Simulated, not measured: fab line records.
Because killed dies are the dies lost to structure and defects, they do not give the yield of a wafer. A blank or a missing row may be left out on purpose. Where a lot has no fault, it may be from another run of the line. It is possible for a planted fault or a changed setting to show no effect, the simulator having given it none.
fab line records | flow nand_harc
record: lots: 14 wafers: 42 last_day: 32
route steps=1302 shown A_M0@1160 HYBRID_BOND@1242 THIN_TSV@1250 END@1302
lots that met no fault: taken from a fault-free run of the same line
start_h: hours from the record's first day to the start of the lot's first wafer shown | wait_h: how many hours have passed since the lot's step before this one | " repeats the value in the row above | L1.1+2: a single row standing in for several wafers | - either no value or no given start | * or withheld: withheld | < > ~ a bound
route shown NAME@n: names a module that has steps shown in the file, with the first one's number in the route | usual: mean/standard deviation of fault-free wafers | same: alike in all rows | chamber/n: place in a boat | sites: the reading at each site | _std_site: their standard deviation | _edge_site: outer sites' mean less inner sites' | radius_mm: for every site, how far away it sits from the centre of the wafer | mask NAME#n: copy n | behind: the last tool/chamber to shape the wafer | hold: why the lot was held/for how many hours/how that ended | device: names the non-switching transistor (n, p or np) | end of line: the route-end tests of the same wafers | a step without rows: its recipe alone | killed: at the first sort, the dies lost to defects and structure; wafer yield is something else | map: a wafer's dies, x killed, . not, _ none there
set.NAME: setting as actually run; set.NAME@STEP: the setting as run at that earlier step | model.NAME: the simulator's own value behind a step, which no gauge read
route steps across a sampled set of lots; one table per step, one row per wafer
services: the hour from which a tool's chamber was out of use, counted from the record's first day as start_h (under 0 if before that day), plus the number of hours and why
== steps ==
step: NHARC_A_M0_ECD_22
recipe: target_thk_a: 4000 bath_temp_c: 25 material: Cu
columns lot.wafer tool chamber start_h wait_h
L613.1+3+5 ecd_cu-01 1,0,1 534.44 -
L614.1+4+3 ecd_cu-01 0,1,0 536.26 -
L615.1+4+6 ecd_cu-01 1,1,0 546.47 -
L617.4+3+6 ecd_cu-01 1,0,0 553.78 -
L621.3+6+5 ecd_cu-01 1,0,1 600.12 -
L622.2+1+3 ecd_cu-02 1,0,0 609.09 -
L623.2+3+6 ecd_cu-01 1,1,0 612.27 -
L624.4+6+5 ecd_cu-02 1,1,0 634.78 -
L626.2+3+6 ecd_cu-02 1 660.06 -
L627.4+3+6 ecd_cu-02 1,0,1 666.37 -
L629.2+3+6 ecd_cu-02 1,0,1 695.35 -
L630.1+4+6 ecd_cu-02 1 696.24 -
L632.2+3+4 ecd_cu-02 0,1,0 704.42 -
L635.1+4+5 ecd_cu-02 0 733.72 -
step: NHARC_HYBRID_BOND_OVL_MEAS_05
usual: overlay_x_nm: 2/35 overlay_y_nm: -3/32
columns lot.wafer tool chamber start_h wait_h overlay_x_nm overlay_y_nm
L613.1 overlay-02 - 554.75 0.4 -15 -16
L613.3 " - " " -37 -18
L613.5 " - " " -13 -15
L614.1 overlay-01 - 554.75 0.4 -46 35
L614.3 " - " " 52 -17
L614.4 " - " " -16 -21
L615.1 overlay-02 - 566.12 0.4 -17 -27
L615.4 " - " " -8 23
L615.6 " - " " 7 -7
L617.3 overlay-01 - 573.26 0.4 -31 9
L617.4 " - " " -4 -22
L617.6 " - " " 21 10
L621.3 overlay-01 - 620.02 0.4 -66 -5
L621.5 " - " " 26 -33
L621.6 " - " " 33 -31
L622.1 overlay-02 - 630.87 0.4 -22 -17
L622.2 " - " " -26 -40
L622.3 " - " " 45 -47
L623.2 overlay-01 - 630.88 0.4 -30 -21
L623.3 " - " " -6 -30
L623.6 " - " " 7 4
L624.4 overlay-01 - 657.15 0.4 -23 4
L624.5 " - " " 1 33
L624.6 " - " " 17 43
L626.2 overlay-01 - 681.62 0.4 34 8
L626.3 " - " " 25 13
L626.6 " - " " 7 25
L627.3 overlay-01 - 685.91 0.4 -24 24
L627.4 " - " " -13 -62
L627.6 " - " " -86 -3
L630.1 overlay-01 - 714.86 0.4 -47 0
L630.4 " - " " 57 6
L630.6 " - " " -2 -59
L629.2 overlay-02 - 714.86 0.4 2 8
L629.3 " - " " 27 33
L629.6 " - " " -31 1
L632.2 overlay-02 - 722.64 0.4 -49 -38
L632.3 " - " " 60 -7
L632.4 " - " " 18 -2
L635.1 overlay-02 - 754.55 0.4 14 -54
L635.4 " - " " -16 -24
L635.5 " - " " 9 -6
step: NHARC_THIN_TSV_DEP_43
recipe: target_thk_a: 13285 temp_c: withheld pressure_torr: 6.5 rf_w: 900 teos_flow_sccm: 161.4 flow_sccm: 2650 target_thk_nm: 1328.5 gas: O2 material: SiO2
usual: mfc_precursor_sccm: 161.4/0.45 throttle_valve_pct: 15.9/0.51
columns lot.wafer tool chamber start_h wait_h mfc_precursor_sccm throttle_valve_pct
L613.3 pecvd-01 1 556.67 - 161.1 16.2
L613.1 " 0 " " 161.3 15.2
L613.5 " 2 " " 161.7 16.3
L614.1 pecvd-04 2 557.93 - 161.1 15.7
L614.4 " 1 " " 162.2 16.2
L614.3 " 2 " " 161.6 15.6
L615.1 pecvd-03 0 568.04 - 160.7 16.4
L615.4 " 1 " " 161.5 15.7
L615.6 " 0 " " 161.2 16.6
L617.4 pecvd-03 0 575.31 - 161.0 16.6
L617.3 " 1 " " 161.7 15.5
L617.6 " 1 " " 160.8 15.6
L621.3 pecvd-01 2 621.91 - 161.0 16.0
L621.5 " 2 " " 160.8 16.3
L621.6 " 1 " " 161.6 16.3
L622.3 pecvd-01 2 632.79 - 160.5 16.5
L622.2 " 0 " " 160.8 15.4
L622.1 " 1 " " 161.5 16.3
L623.2 pecvd-03 0 633.97 - 161.2 16.7
L623.3 " 1 " " 161.3 15.6
L623.6 " 2 " " 161.7 15.4
L624.6 pecvd-04 0 659.20 - 161.3 15.0
L624.5 " 1 " " 161.9 16.3
L624.4 " 2 " " 161.5 15.7
L626.2 pecvd-04 0 683.58 - 161.3 15.0
L626.3 " 1 " " 161.6 16.2
L626.6 " 0 " " 161.5 15.1
L627.3 pecvd-01 1 687.86 - 161.7 16.0
L627.6 " 0 " " 161.0 16.3
L627.4 " 2 " " 161.6 15.8
L630.1 pecvd-04 1 716.83 - 161.0 16.4
L630.6 " 1 " " 161.6 16.3
L630.4 " 2 " " 161.3 15.8
L629.2 pecvd-03 2 718.04 - 161.3 15.7
L629.3 " 0 " " 162.2 16.7
L629.6 " 0 " " 161.6 16.7
L632.2 pecvd-04 0 725.73 - 160.9 14.9
L632.3 " 1 " " 161.6 16.6
L632.4 " 0 " " 160.9 15.1
L635.1 pecvd-04 0 756.54 - 161.3 15.1
L635.5 " 0 " " 160.5 15.0
L635.4 " 1 " " 161.2 16.5
step: NHARC_THIN_TSV_STRIP_62
recipe: power_w: 1500 temp_c: 250 time_s: 20 chemistry: N2/H2
usual: drypump_motor_current_A: 5.9/0.43 heater_power_w: 309/18
columns lot.wafer tool chamber start_h wait_h drypump_motor_current_A heater_power_w rf_hours_counter_h
L613.1 plasma_asher-01 1 560.13 - 5.5 299 7
L613.3 " 1 " " 5.5 295 -
L613.5 " 1 " " 5.5 295 -
L614.1 plasma_asher-02 0 561.54 - 6.0 294 28
L614.3 " 0 " " 6.0 296 -
L614.4 " 1 " " 6.5 327 -
L615.1 plasma_asher-02 1 571.77 - 6.5 324 29
L615.4 " 0 " " 6.0 295 -
L615.6 " 1 " " 6.4 335 -
L617.3 plasma_asher-01 1 578.78 - 5.5 299 -
L617.4 " 0 " " 5.4 320 -
L617.6 " 0 " " 5.4 333 -
L621.3 plasma_asher-01 1 625.42 - 5.5 300 -
L621.6 " 0 " " 5.4 328 -
L621.5 " 1 " " 5.5 295 -
L622.2 plasma_asher-01 1 636.16 - 5.5 297 23
L622.1 " 0 " " 5.4 325 23
L622.3 " 1 " " 5.6 298 -
L623.2 plasma_asher-02 0 637.46 - 6.0 281 6
L623.3 " 0 " " 6.0 286 -
L623.6 " 0 " " 6.0 287 -
L624.4 plasma_asher-02 0 662.94 - 6.0 280 -
L624.6 " 0 " " 6.0 279 -
L624.5 " 1 " " 6.5 332 -
L626.2 plasma_asher-02 0 687.27 - 6.0 286 17
L626.3 " 1 " " 6.5 335 -
L626.6 " 1 " " 6.5 327 -
L627.3 plasma_asher-01 1 691.42 - 5.5 296 -
L627.4 " 0 " " 5.4 330 -
L627.6 " 0 " " 5.4 327 -
L630.1 plasma_asher-02 0 720.33 - 6.0 291 24
L630.4 " 1 " " 6.5 331 -
L630.6 " 1 " " 6.5 327 -
L629.2 plasma_asher-01 0 721.56 - 5.4 318 3
L629.3 " 0 " " 5.4 310 -
L629.6 " 0 " " 5.4 315 -
L632.2 plasma_asher-02 1 729.20 - 6.5 332 27
L632.4 " 0 " " 6.0 279 -
L632.3 " 1 " " 6.5 320 -
L635.1 plasma_asher-02 1 759.79 - 6.5 337 32
L635.4 " 1 " " 6.5 327 -
L635.5 " 0 " " 6.0 281 -
step: NHARC_END_SORT_01
recipe: temp_c: 25
usual: killed_at_array: 56/19 killed_at_other: 1.0/1.3 killed_at_periphery: 3.8/2.2 killed_dies: 61/19 killed_open: 3.1/1.9 killed_short: 2.3/1.5
same: gross_dies: 677
columns lot.wafer tool chamber start_h wait_h killed_at_array killed_at_other killed_at_periphery killed_dies killed_open killed_short
L621.3 prober-01 0 639.79 3.1 469 2 7 478 5 2
L621.5 prober-01 0 641.41 3.7 472 1 3 476 2 2
L621.6 prober-01 0 642.22 4.0 483 2 4 489 1 0
L623.2 prober-01 0 649.16 2.8 495 1 3 499 3 0
L623.3 prober-01 0 649.96 3.1 469 2 2 473 1 1
L623.6 prober-01 0 652.35 4.0 477 0 1 478 1 1
L626.2 prober-02 0 701.43 2.8 79 6 5 90 1 5
L626.6 prober-02 0 704.62 4.0 67 4 1 72 6 2
killed by level:class
L621.3 A_M0:unspecified=428 A_CHANNEL_HOLE_D1:chamber_film_flake=17 A_CHANNEL_HOLE_D2:chamber_film_flake=15 A_CONTACT:chamber_film_flake=3 P_ZERO_WELL:chamber_film_flake=2 A_M1:chamber_film_flake=2 P_GATE:geometric_particle:open=1 P_M0:geometric_particle:open=1
L621.5 A_M0:unspecified=437 A_CHANNEL_HOLE_D2:chamber_film_flake=18 A_CHANNEL_HOLE_D1:chamber_film_flake=10 A_STAIRCASE:chamber_film_flake=2 A_ONON_D1:geometric_particle:open=1 A_ONON_D1:geometric_particle:short=1 A_CHANNEL_HOLE_D1:geometric_particle:short=1 A_CHANNEL_HOLE_D1:geometric_particle:open=1
L621.6 A_M0:unspecified=451 A_CHANNEL_HOLE_D2:chamber_film_flake=13 A_CHANNEL_HOLE_D1:chamber_film_flake=13 P_BONDPAD:chamber_film_flake=4 A_CONTACT:chamber_film_flake=3 A_CONTACT:geometric_particle:open=1 A_STAIRCASE:chamber_film_flake=1 A_M1:chamber_film_flake=1
L623.2 A_M0:unspecified=459 A_SLIT:chamber_film_flake=15 A_CHANNEL_HOLE_D1:chamber_film_flake=5 A_CHANNEL_HOLE_D2:chamber_film_flake=5 A_STAIRCASE:chamber_film_flake=3 A_BLC:chamber_film_flake=3 A_ONON_D1:geometric_particle:open=2 P_ZERO_WELL:chamber_film_flake=2
L623.3 A_M0:unspecified=435 A_SLIT:chamber_film_flake=18 A_CHANNEL_HOLE_D2:chamber_film_flake=4 A_STAIRCASE:chamber_film_flake=3 A_CHANNEL_HOLE_D1:chamber_film_flake=3 A_BLC:chamber_film_flake=3 THIN_TSV:chamber_film_flake=2 P_M1:geometric_particle:open=1
L623.6 A_M0:unspecified=450 A_SLIT:chamber_film_flake=16 A_CHANNEL_HOLE_D2:chamber_film_flake=3 A_STAIRCASE:chamber_film_flake=3 A_CONTACT:chamber_film_flake=2 A_CHANNEL_FILL_D1:geometric_particle:open=1 A_DECK1_JOINT:geometric_particle:short=1 P_ZERO_WELL:chamber_film_flake=1
L626.2 A_SLIT:chamber_film_flake=41 A_CHANNEL_HOLE_D1:chamber_film_flake=25 THIN_TSV:chamber_film_flake=6 A_CONTACT:chamber_film_flake=5 P_M1:chamber_film_flake=2 P_GATE:geometric_particle:short=1 P_M2:geometric_particle:short=1 A_ONON_D1:geometric_particle:short=1
L626.6 A_CHANNEL_HOLE_D1:chamber_film_flake=29 A_SLIT:chamber_film_flake=24 THIN_TSV:chamber_film_flake=4 A_WL_FILL:chamber_film_flake=3 A_ONON_D2:geometric_particle:open=2 A_DECK1_JOINT:chamber_film_flake=2 A_CHANNEL_FILL_D1:geometric_particle:open=1 A_DECK1_JOINT:geometric_particle:open=1
== services ==
columns tool chamber start_h hours kind
ecd_cu-01 - 512.24 8.0 pm
pecvd-04 1 516.84 3.2 repair
plasma_asher-01 - 519.00 9.0 pm
plasma_asher-01 0 519.00 9.0 vent_cycle
pecvd-04 - 546.50 3.0 repair
pecvd-03 - 547.00 13.0 pm
pecvd-04 0 552.80 10.3 repair
ecd_cu-02 - 596.00 8.0 pm
plasma_asher-02 - 603.24 9.0 pm
plasma_asher-02 0 603.24 9.0 vent_cycle
plasma_asher-02 1 603.24 9.0 vent_cycle
pecvd-03 0 609.06 12.5 repair
plasma_asher-02 0 612.24 - clean
plasma_asher-02 1 612.24 - clean
pecvd-04 - 631.56 13.0 pm
plasma_asher-02 - 640.59 1.7 repair
plasma_asher-01 - 654.31 7.9 repair
pecvd-01 - 673.61 13.0 pm
ecd_cu-01 - 688.50 8.0 pm
pecvd-01 - 695.59 1.1 repair
plasma_asher-01 - 696.00 9.0 pm
pecvd-03 - 728.00 13.0 pm
pecvd-04 - 733.11 1.1 repair
pecvd-01 0 747.50 5.3 repair
== key ==
first_sign: step: NHARC_END_SORT_01 reading: killed_at_array direction: up sigmas: 23 usual: 56 struck: 478
effect: step: NHARC_END_SORT_01 reading: killed_dies direction: up sigmas: 22 usual: 61 struck: 482
more_kills_born_at: NHARC_A_M0_ECD_22@ecd_cu-01: 2660
met_at NHARC_A_M0_ECD_22
struck_lots L621,L623
tester_left_out L623
not_acting_at NHARC_HYBRID_BOND_OVL_MEAS_05,NHARC_THIN_TSV_DEP_43,NHARC_THIN_TSV_STRIP_62
onset_between 553.78 600.12
earlier_fault: kind: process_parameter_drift tool: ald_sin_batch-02 chamber: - onset_h: 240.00 steps: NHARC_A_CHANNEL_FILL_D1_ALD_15 channel: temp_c offset: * shape: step acts_in: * stated: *
fault: kind: chamber_particle_source tool: ecd_cu-01 chamber: - onset_h: 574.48 steps: NHARC_A_M0_ECD_22 rate_per_visit_cm2: 1.2623
tester_left_out: of these lots the tester's yield and bins aren't shown, on N5 and GAA mostly nor the transistor test; their killed dies are dies lost to structure and defects alone, not to doping, threshold or leakage, so they don't give the yield
